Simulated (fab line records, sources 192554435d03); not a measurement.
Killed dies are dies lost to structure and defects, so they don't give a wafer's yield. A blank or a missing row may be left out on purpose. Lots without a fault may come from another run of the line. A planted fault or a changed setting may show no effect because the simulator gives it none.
Chamber matching | flow n5_finfet | N5_BEOL_M11_PRE_CLEAN_55 on pecvd-01: 3 sister chambers
The step time 15 s. 3 wafers are shown with their chamber, then 9 later ones without.

WAFERS WITH THEIR CHAMBER
wafer  | chamber | rf_fwd_power_W (W)
L839.2 | 2       | 298.2
L835.4 | 1       | 291.4
L835.6 | 0       | 294.5

WAFERS WITHOUT THEIR CHAMBER
wafer  | rf_fwd_power_W (W)
L836.2 | 293.1
L836.4 | 296.8
L836.6 | 292.0
L837.3 | 295.2
L837.4 | 295.3
L837.5 | 292.5
L842.1 | 293.5
L842.4 | 294.6
L842.6 | 296.7

WHICH CHAMBER EACH WENT THROUGH
wafer  | from the rows above     | in truth
L836.2 | can't be placed: 0 or 1 | 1
L836.4 | can't be placed: 2 or 0 | 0
L836.6 | can't be placed: 1 or 0 | 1
L837.3 | 0                       | 0
L837.4 | 0                       | 0
L837.5 | can't be placed: 1 or 0 | 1
L842.1 | can't be placed: 0 or 1 | 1
L842.4 | 0                       | 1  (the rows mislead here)
L842.6 | can't be placed: 2 or 0 | 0
Placed correctly: 2 of 9. Can't be placed from these rows: 6 (the true chamber is among the candidates in 6). Placed wrongly: 1.
How it was worked out, from the rows above alone: a wafer's distance from a chamber is the root of the sum, over the readings, of the square of ((its reading less the chamber's mean) divided by the reading's scatter). The wafer belongs to the nearest chamber; if the next one is less than 2 further off, it can't be placed. A chamber's mean is the mean of its shown wafers. The scatter: with one shown wafer a chamber, the root of the mean of the squares of how far each hidden wafer lies from its nearest shown one.
